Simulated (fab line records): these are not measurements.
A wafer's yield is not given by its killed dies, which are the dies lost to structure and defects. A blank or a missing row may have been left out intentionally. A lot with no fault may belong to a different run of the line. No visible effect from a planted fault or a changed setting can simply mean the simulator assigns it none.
Split-lot experiment ; flow n5_finfet ; on a route of 1938 steps: 7 lots, 39 wafers read

THE SPLIT
At N5_WELL_APT_IMPLANT_15, the setting energy_kev was moved away from the recipe's 25 on 15 of the 39 wafers read, by -14.1% to -4.2%. This setting was run at the recipe's value on the other wafers.

Reading taken at the split's own step.

THE READING
In nm, at N5_WELL_APT_IMPLANT_15: implant.drp_nm, which is the simulator's own figure and was read by no gauge. The file does not state a usual value for it.

wafer;tool, chamber at the split;energy_kev as run;against the recipe;implant.drp_nm, nm;against lot-mates on the recipe
L074.1;implanter-01, 0;25;recipe;8.457;-
L074.2;implanter-01, 0;25;recipe;8.457;-
L074.5;implanter-01, 0;25;recipe;8.457;-
L074.3;implanter-01, 0;23.84;-4.6%;8.178;-0.279
L074.4;implanter-01, 0;23.84;-4.6%;8.178;-0.279
L074.6;implanter-01, 0;23.84;-4.6%;8.178;-0.279
L075.2;implanter-02, 0;25;recipe;8.457;-
L075.4;implanter-02, 0;25;recipe;8.457;-
L075.6;implanter-02, 0;25;recipe;8.457;-
L081.1;implanter-02, 0;25;recipe;8.457;-
L081.3;implanter-02, 0;25;recipe;8.457;-
L081.4;implanter-02, 0;25;recipe;8.457;-
L081.2;implanter-02, 0;21.47;-14.1%;7.599;-0.858
L081.5;implanter-02, 0;21.47;-14.1%;7.599;-0.858
L081.6;implanter-02, 0;21.47;-14.1%;7.599;-0.858
L087.1;implanter-02, 0;25;recipe;8.457;-
L087.2;implanter-02, 0;25;recipe;8.457;-
L087.3;implanter-02, 0;25;recipe;8.457;-
L087.4;implanter-02, 0;25;recipe;8.457;-
L087.5;implanter-02, 0;25;recipe;8.457;-
L087.6;implanter-02, 0;25;recipe;8.457;-
L091.1;implanter-01, 0;25;recipe;8.457;-
L091.2;implanter-01, 0;25;recipe;8.457;-
L091.5;implanter-01, 0;25;recipe;8.457;-
L091.3;implanter-01, 0;22.5;-10.0%;7.852;-0.605
L091.4;implanter-01, 0;22.5;-10.0%;7.852;-0.605
L091.6;implanter-01, 0;22.5;-10.0%;7.852;-0.605
L092.1;implanter-01, 0;22.34;-10.6%;7.813;-0.644
L092.3;implanter-01, 0;22.34;-10.6%;7.813;-0.644
L092.6;implanter-01, 0;22.34;-10.6%;7.813;-0.644
L092.2;implanter-01, 0;25;recipe;8.457;-
L092.4;implanter-01, 0;25;recipe;8.457;-
L092.5;implanter-01, 0;25;recipe;8.457;-
L094.1;implanter-01, 0;23.94;-4.2%;8.202;-0.255
L094.5;implanter-01, 0;23.94;-4.2%;8.202;-0.255
L094.6;implanter-01, 0;23.94;-4.2%;8.202;-0.255
L094.2;implanter-01, 0;25;recipe;8.457;-
L094.3;implanter-01, 0;25;recipe;8.457;-
L094.4;implanter-01, 0;25;recipe;8.457;-

FIT RESULTS
A straight line over all 39 wafers: implant.drp_nm changes by +0.0606 nm for each +1% of energy_kev; r = +1.00; the points scatter about the line by 0.0011 nm.
The same after taking each lot's own level away (the mean of its wafers on the recipe; 39 wafers): +0.0606 nm for each +1%; r = +1.00; scatter 0.0011 nm.
That fit puts the effect of the largest move of energy_kev on the reading at 0.86 nm.
The lots' own levels span 8.4570 to 8.4570 nm.
Hence the lot-to-lot level has little effect on the slope; both slopes agree.
Check: -0.855 nm against its lot-mates is what the line predicts for one of the wafers moved furthest among these (-14.1%) when that wafer is left out of the fit. Against them it came out at -0.858 nm.

THE WHOLE CHAIN: every reading that the file lists as answering this split, in the file's order
step;what it does;reading;change (the file's fit);r (the file's)
N5_WELL_APT_IMPLANT_15;;implant.rp_nm (the simulator's own value, which no gauge read);+0.143 nm for each +1% of the setting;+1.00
N5_WELL_APT_IMPLANT_15;;implant.drp_nm (the simulator's own value, which no gauge read);+0.0606 nm for each +1% of the setting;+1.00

FILE'S OWN FIT
implant.drp_nm changes by +0.0606 nm for each +1% of energy_kev, r = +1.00.
